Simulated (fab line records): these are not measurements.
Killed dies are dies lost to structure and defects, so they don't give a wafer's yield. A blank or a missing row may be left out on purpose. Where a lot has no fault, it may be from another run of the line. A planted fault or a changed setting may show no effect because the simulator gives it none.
Matching of chambers | flow n5 finfet | N5_BEOL_M6_STRIP_19 on rie diel-04 has 4 sister chambers
The step strips in O2. 8 wafers are shown with their chamber, then 12 later ones without.

## WAFERS PAIRED WITH THEIR CHAMBERS
wafer  | chamber | drypump motor current A (A) | showerhead plenum p Torr (Torr)
L079.1 | 2       | 6.1                         | 2.06
L082.1 | 3       | 5.1                         | 2.13
L082.2 | 0       | 5.7                         | 2.23
L084.3 | 0       | 5.8                         | 2.22
L084.5 | 1       | 6.3                         | 2.02
L085.3 | 3       | 5.1                         | 2.12
L085.4 | 2       | 6.1                         | 2.06
L085.5 | 1       | 6.3                         | 2.02

## WAFERS WHOSE CHAMBER IS MISSING
wafer  | drypump motor current A (A) | showerhead plenum p Torr (Torr)
L086.3 | 5.1                         | 2.12
L086.5 | 6.3                         | 2.02
L086.6 | 5.7                         | 2.22
L089.3 | 6.3                         | 2.02
L089.5 | 5.1                         | 2.12
L089.6 | 5.7                         | 2.22
L088.1 | 6.3                         | 2.02
L088.2 | 5.8                         | 2.22
L088.4 | 5.1                         | 2.12
L092.1 | 6.1                         | 2.05
L092.2 | 5.8                         | 2.22
L092.4 | 5.1                         | 2.12

## WHICH CHAMBER EACH ONE RAN IN
wafer  | from the rows above | in truth
L086.3 | 3                   | 3
L086.5 | 1                   | 1
L086.6 | 0                   | 0
L089.3 | 1                   | 1
L089.5 | 3                   | 3
L089.6 | 0                   | 0
L088.1 | 1                   | 1
L088.2 | 0                   | 0
L088.4 | 3                   | 3
L092.1 | 2                   | 2
L092.2 | 0                   | 0
L092.4 | 3                   | 3
Correctly placed: 12 of 12. From these rows, 0 cannot be placed. Placed wrongly: 0.
How it was worked out, from the rows above alone: a wafer's distance from a chamber is the root of the sum, over the readings, of the square of ((its reading less the chamber's mean) divided by the reading's scatter). If the next closest chamber is less than 2 further off than the closest, the wafer can't be placed; otherwise it belongs to the closest. Each chamber's mean is taken over the wafers shown for it. The scatter: take each reading less its chamber's mean, square it, sum over the shown wafers, divide by the number of wafers less the number of chambers, and take the root.
